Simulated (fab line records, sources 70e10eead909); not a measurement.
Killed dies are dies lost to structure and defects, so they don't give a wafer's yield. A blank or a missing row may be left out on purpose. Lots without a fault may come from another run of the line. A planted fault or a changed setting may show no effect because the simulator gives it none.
Chamber matching | flow nand_harc | NHARC_A_CONTACT_ALD_18 on ald_metal-02: 4 sister chambers
The step deposits TiN, target thk 3 nm, pulse time 1 s, ald cycles 150. 4 wafers are shown with their chamber, then 8 later ones without.

WAFERS WITH THEIR CHAMBER
wafer  | chamber | heater_power_w (W)
L079.6 | 0       | 868
L083.2 | 3       | 907
L083.5 | 2       | 1216
L087.3 | 1       | 1229

WAFERS WITHOUT THEIR CHAMBER
wafer  | heater_power_w (W)
L087.4 | 893
L087.6 | 1230
L090.2 | 942
L090.4 | 1275
L090.5 | 965
L097.2 | 1225
L097.3 | 914
L097.5 | 883

WHICH CHAMBER EACH WENT THROUGH
wafer  | from the rows above     | in truth
L087.4 | can't be placed: 3 or 0 | 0
L087.6 | can't be placed: 1 or 2 | 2
L090.2 | can't be placed: 3 or 0 | 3
L090.4 | can't be placed: 1 or 2 | 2
L090.5 | can't be placed: 3 or 0 | 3
L097.2 | can't be placed: 1 or 2 | 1
L097.3 | can't be placed: 3 or 0 | 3
L097.5 | can't be placed: 0 or 3 | 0
Placed correctly: 0 of 8. Can't be placed from these rows: 8 (the true chamber is among the candidates in 8). Placed wrongly: 0.
How it was worked out, from the rows above alone: a wafer's distance from a chamber is the root of the sum, over the readings, of the square of ((its reading less the chamber's mean) divided by the reading's scatter). The wafer belongs to the nearest chamber; if the next one is less than 2 further off, it can't be placed. A chamber's mean is the mean of its shown wafers. The scatter: with one shown wafer a chamber, the root of the mean of the squares of how far each hidden wafer lies from its nearest shown one.
